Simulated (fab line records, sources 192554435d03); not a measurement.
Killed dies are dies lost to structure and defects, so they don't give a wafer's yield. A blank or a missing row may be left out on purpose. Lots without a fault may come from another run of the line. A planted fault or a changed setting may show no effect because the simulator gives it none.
Chamber matching | flow n5_finfet | N5_BEOL_M3_ETCH_69 on rie_diel-02: 4 sister chambers
The step etches SiARC in CF4, target depth 15.6 nm, time 26 s. 16 wafers are shown with their chamber, then 8 later ones without.

WAFERS WITH THEIR CHAMBER
wafer  | chamber | drypump_motor_current_A (A) | showerhead_plenum_p_Torr (Torr) | throttle_valve_pct (%)
L079.1 | 2       | 5.6                         | 2.20                            | 15.45
L079.2 | 3       | 6.0                         | 2.06                            | 15.76
L079.3 | 0       | 5.0                         | 2.20                            | 15.47
L082.3 | 2       | 5.6                         | 2.20                            | 15.45
L082.5 | 2       | 5.6                         | 2.20                            | 15.44
L082.6 | 1       | 6.5                         | 2.08                            | 15.79
L084.3 | 2       | 5.6                         | 2.19                            | 15.46
L084.5 | 2       | 5.6                         | 2.19                            | 15.47
L084.6 | 1       | 6.4                         | 2.08                            | 15.81
L085.3 | 3       | 6.0                         | 2.05                            | 15.82
L085.4 | 1       | 6.5                         | 2.07                            | 15.83
L085.6 | 2       | 5.5                         | 2.19                            | 15.48
L087.1 | 3       | 6.0                         | 2.05                            | 15.79
L087.2 | 2       | 5.6                         | 2.19                            | 15.47
L087.5 | 1       | 6.5                         | 2.07                            | 15.83
L092.3 | 3       | 6.0                         | 2.05                            | 15.82

SIGNATURES (means of the wafers above)
reading                  | chamber 0 | chamber 1 | chamber 2 | chamber 3 | scatter within a chamber
drypump_motor_current_A  | 5.000     | 6.475     | 5.586     | 6.000     | 0.0366
showerhead_plenum_p_Torr | 2.2000    | 2.0750    | 2.1943    | 2.0525    | 0.00537
throttle_valve_pct       | 15.4700   | 15.8150   | 15.4600   | 15.7975   | 0.0199
Rule: a wafer's distance from a chamber is the root of the sum, over the readings, of the square of ((its reading less the chamber's mean) divided by the reading's scatter). The wafer belongs to the nearest chamber; if the next one is less than 2 further off, it can't be placed. The scatter: the root of (the sum of the squares of (reading less its chamber's mean) over the shown wafers, divided by (wafers less chambers)).

WAFERS WITHOUT THEIR CHAMBER
wafer  | drypump_motor_current_A (A) | showerhead_plenum_p_Torr (Torr) | throttle_valve_pct (%)
L092.4 | 5.0                         | 2.20                            | 14.98
L092.5 | 6.0                         | 2.05                            | 15.82
L093.1 | 5.6                         | 2.19                            | 15.49
L093.2 | 6.5                         | 2.07                            | 15.84
L093.6 | 6.4                         | 2.07                            | 15.82
L095.2 | 6.5                         | 2.07                            | 15.83
L095.3 | 6.0                         | 2.05                            | 15.81
L095.6 | 6.4                         | 2.07                            | 15.84

WHICH CHAMBER EACH WENT THROUGH
wafer  | from the rows above | in truth
L092.4 | 0                   | 0
L092.5 | 3                   | 3
L093.1 | 2                   | 2
L093.2 | 1                   | 1
L093.6 | 1                   | 1
L095.2 | 1                   | 1
L095.3 | 3                   | 3
L095.6 | 1                   | 1
Placed correctly: 8 of 8. Can't be placed from these rows: 0. Placed wrongly: 0.
